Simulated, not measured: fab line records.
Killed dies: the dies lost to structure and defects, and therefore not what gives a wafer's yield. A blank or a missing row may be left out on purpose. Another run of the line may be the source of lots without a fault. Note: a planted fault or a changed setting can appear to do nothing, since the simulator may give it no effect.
Which of the tools did it?	flow nandHarc	6 lots with 18 wafers sampled at 4 steps, on a route of 1302 steps

## WHAT THE GAUGES SHOWED, per wafer
NHARC_P_STI_INSPECT_25.
lot	measured	on	rawDefectCount
L554	day 4 09:33	defectInspect-02	119 130 109
L558	day 6 03:53	defectInspect-02	147 198 149
L574	day 12 19:30	defectInspect-01	244 263 256
L576	day 13 15:29	defectInspect-01	181 131 87

## EACH LOT AND THE TOOL THAT RAN IT (in order: tool; ch and the chambers of the sampled wafers; start)
lot	NHARC_P_ZERO_WELL_ETCH_62	NHARC_P_ZERO_WELL_IMPLANT_58	NHARC_P_STI_ETCH_42
L554	rieDiel-13 ch 1,2,3, day 2 09:23 or earlier	implanter-02 ch 0, day 2 09:23	rieDiel-01 ch 0,2,3, day 3 06:48
L558	rieDiel-13 ch 0,1,2, day 4 01:22 or earlier	implanter-01 ch 0, day 4 01:22	rieDiel-01 ch 0,2,3, day 5 01:10
L565	rieDiel-13 ch 1,2, day 6 23:14 or earlier	implanter-01, day 6 23:14	-
L567	rieDiel-05 ch 0,2, day 7 19:19 or earlier	implanter-02, day 7 19:19	-
L574	rieDiel-13 ch 0,1,2, day 10 17:15 or earlier	implanter-01 ch 0, day 10 17:15	rieDiel-09 ch 0,1,3, day 11 13:59
L576	rieDiel-05 ch 1,2, day 11 13:29 or earlier	implanter-01 ch 0, day 11 13:29	rieDiel-01 ch 0,1,2, day 12 10:43
- NHARC_P_ZERO_WELL_ETCH_62: etches the open film in CHF3/Ar, target depth 13 nm, time 6.5 s.
- NHARC_P_ZERO_WELL_IMPLANT_58
- NHARC_P_STI_ETCH_42: etches the open film in N2/H2, target depth 80 nm, overetch 24 nm, time 61 s.

## THE ANSWER, worked out from the rows above alone
Rule: usual is defined by the lots themselves. The widest of any qualifying gaps counts: lots, ordered by their means at a reading, are off when they make up no more than a third of the lots, leave a main group of 4 or more, and stand apart from it by 3 or more times the standard deviation of that group's means. The tables above print the reading to a certain number of digits; a main group whose means all agree to those digits is not used. A lot without any number at a reading at which 4 lots or more have one is off too. Any other lot the step has rows for is counted as sound.
Across all readings shown, no lot is off: no conclusion can be drawn from this.

## WHAT THE SIMULATOR PUT IN
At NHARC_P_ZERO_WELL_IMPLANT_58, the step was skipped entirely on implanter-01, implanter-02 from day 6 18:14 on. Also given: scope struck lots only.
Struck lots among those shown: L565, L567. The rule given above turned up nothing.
